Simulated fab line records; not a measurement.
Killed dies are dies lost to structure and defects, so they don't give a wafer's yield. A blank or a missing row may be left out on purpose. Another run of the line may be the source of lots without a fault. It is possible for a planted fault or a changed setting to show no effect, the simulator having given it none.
Split-lot study / flow n5 finfet / 21 wafers read from 7 lots, route of 1938 steps

== SPLIT DETAILS ==
At N5_BEOL_M0_SAQP_EXPOSE_11 (exposes mask M0 CORE, target cd 42 nm), the setting dose mj was moved away from the recipe's 55 on 5 of the 21 wafers read, by -7.3% to +4.9%. All remaining wafers had this setting at the recipe value.

== FROM THE SPLIT TO THE READING: what the file shows between them, 2 steps ==
- N5_BEOL_M0_SAQP_PEB_12: peb time 60 s
- N5_BEOL_M0_SAQP_DEVELOP_13: develop time 30 s

== THE READING ==
cd nm at N5_BEOL_M0_SAQP_CD_MEAS_14, given in nm (cd target 42.5 nm). On this fab line, fault-free wafers typically give 42.4 nm with a standard deviation of 0.41 nm.

wafer=L074.3; tool, chamber at the split=arfi scanner-03, 0; dose mj as run=55; against the recipe=recipe; cd nm, nm=43.3; against lot-mates on the recipe=-
wafer=L074.4; tool, chamber at the split=arfi scanner-03, 0; dose mj as run=57.37; against the recipe=+4.3%; cd nm, nm=41.6; against lot-mates on the recipe=-1.4
wafer=L074.6; tool, chamber at the split=arfi scanner-03, 0; dose mj as run=55; against the recipe=recipe; cd nm, nm=42.7; against lot-mates on the recipe=-
wafer=L075.1; tool, chamber at the split=arfi scanner-02, 0; dose mj as run=55; against the recipe=recipe; cd nm, nm=41.7; against lot-mates on the recipe=-
wafer=L075.3; tool, chamber at the split=arfi scanner-02, 0; dose mj as run=55; against the recipe=recipe; cd nm, nm=42.2; against lot-mates on the recipe=-
wafer=L075.4; tool, chamber at the split=arfi scanner-02, 0; dose mj as run=55; against the recipe=recipe; cd nm, nm=42.6; against lot-mates on the recipe=-
wafer=L079.1; tool, chamber at the split=arfi scanner-01, 0; dose mj as run=55; against the recipe=recipe; cd nm, nm=41.9; against lot-mates on the recipe=-
wafer=L079.3; tool, chamber at the split=arfi scanner-01, 0; dose mj as run=55; against the recipe=recipe; cd nm, nm=42.6; against lot-mates on the recipe=-
wafer=L079.6; tool, chamber at the split=arfi scanner-01, 0; dose mj as run=55; against the recipe=recipe; cd nm, nm=41.9; against lot-mates on the recipe=-
wafer=L083.2; tool, chamber at the split=arfi scanner-03, 0; dose mj as run=55; against the recipe=recipe; cd nm, nm=42.3; against lot-mates on the recipe=-
wafer=L083.4; tool, chamber at the split=arfi scanner-03, 0; dose mj as run=55; against the recipe=recipe; cd nm, nm=42.0; against lot-mates on the recipe=-
wafer=L083.6; tool, chamber at the split=arfi scanner-03, 0; dose mj as run=51; against the recipe=-7.3%; cd nm, nm=44.3; against lot-mates on the recipe=+2.1
wafer=L087.1; tool, chamber at the split=arfi scanner-02, 0; dose mj as run=57.33; against the recipe=+4.2%; cd nm, nm=41.6; against lot-mates on the recipe=-1.3
wafer=L087.4; tool, chamber at the split=arfi scanner-02, 0; dose mj as run=57.33; against the recipe=+4.2%; cd nm, nm=41.6; against lot-mates on the recipe=-1.3
wafer=L087.6; tool, chamber at the split=arfi scanner-02, 0; dose mj as run=55; against the recipe=recipe; cd nm, nm=42.9; against lot-mates on the recipe=-
wafer=L090.3; tool, chamber at the split=arfi scanner-02, 0; dose mj as run=55; against the recipe=recipe; cd nm, nm=41.6; against lot-mates on the recipe=-
wafer=L090.4; tool, chamber at the split=arfi scanner-02, 0; dose mj as run=55; against the recipe=recipe; cd nm, nm=41.9; against lot-mates on the recipe=-
wafer=L090.5; tool, chamber at the split=arfi scanner-02, 0; dose mj as run=55; against the recipe=recipe; cd nm, nm=42.3; against lot-mates on the recipe=-
wafer=L091.2; tool, chamber at the split=arfi scanner-01, 0; dose mj as run=55; against the recipe=recipe; cd nm, nm=42.3; against lot-mates on the recipe=-
wafer=L091.5; tool, chamber at the split=arfi scanner-01, 0; dose mj as run=55; against the recipe=recipe; cd nm, nm=42.9; against lot-mates on the recipe=-
wafer=L091.6; tool, chamber at the split=arfi scanner-01, 0; dose mj as run=57.7; against the recipe=+4.9%; cd nm, nm=41.3; against lot-mates on the recipe=-1.3

THE FIT
A straight line over all 21 wafers: cd nm changes by -0.222 nm for each +1% of dose mj; r = -0.79; the points scatter about the line by 0.44 nm.
The same after taking each lot's own level away (the mean of its wafers on the recipe; 21 wafers): -0.297 nm for each +1%; r = -0.94; scatter 0.27 nm.
Per that fit: largest dose mj move, reading shift of 2.2 nm.
Across the lots, their own levels run from 41.93 to 43.00 nm, a range of 2.6 times the standard deviation given above.
So the lot-to-lot level blurs the effect unless lot-mates are compared.
Check: for one of the wafers moved furthest among these (-7.3%), held out of the fit, the line's prediction against its lot-mates is +2.16 nm. Against them it came out at +2.15 nm.

== FURTHER SPLITS ON THESE WAFERS ==
Note: prior to the reading, these wafers also went through further splits. Each is held against what the fit with the lots' levels taken away leaves over:
other split on the same wafers=N5_MOL_CONTACT_COAG_ALD_27 time s; wafers away from the commonest value=7; r with cd nm (lot level and that fit taken away)=-0.10
other split on the same wafers=N5_BEOL_M0_SAQP_PECVD_96 time s; wafers away from the commonest value=7; r with cd nm (lot level and that fit taken away)=+0.04

== THE FILE'S OWN FIT ==
cd nm changes by -0.294 nm for each +1% of dose mj, r = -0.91.
